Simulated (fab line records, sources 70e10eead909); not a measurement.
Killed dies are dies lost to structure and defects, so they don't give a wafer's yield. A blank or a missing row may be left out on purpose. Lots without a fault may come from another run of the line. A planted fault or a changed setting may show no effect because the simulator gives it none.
Chamber matching | flow nand_harc | NHARC_A_ONON_D2_DEP_33 on pecvd-02: 3 sister chambers
The step deposits SiO2, target thk 200 nm. 3 wafers are shown with their chamber, then 7 later ones without.

WAFERS WITH THEIR CHAMBER
wafer  | chamber | heater_power_w (W)
L953.3 | 0       | 615
L953.6 | 1       | 593
L955.5 | 2       | 395

WAFERS WITHOUT THEIR CHAMBER
wafer  | heater_power_w (W)
L955.6 | 704
L957.3 | 592
L957.4 | 711
L957.5 | 492
L959.3 | 551
L959.4 | 399
L959.5 | 559

WHICH CHAMBER EACH WENT THROUGH
wafer  | from the rows above          | in truth
L955.6 | can't be placed: 0 or 1      | 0
L957.3 | can't be placed: 1 or 0      | 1
L957.4 | can't be placed: 0 or 1      | 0
L957.5 | can't be placed: 2 or 1 or 0 | 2
L959.3 | can't be placed: 1 or 0 or 2 | 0
L959.4 | 2                            | 2
L959.5 | can't be placed: 1 or 0      | 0
Placed correctly: 1 of 7. Can't be placed from these rows: 6 (the true chamber is among the candidates in 6). Placed wrongly: 0.
How it was worked out, from the rows above alone: a wafer's distance from a chamber is the root of the sum, over the readings, of the square of ((its reading less the chamber's mean) divided by the reading's scatter). The wafer belongs to the nearest chamber; if the next one is less than 2 further off, it can't be placed. A chamber's mean is the mean of its shown wafers. The scatter: with one shown wafer a chamber, the root of the mean of the squares of how far each hidden wafer lies from its nearest shown one.
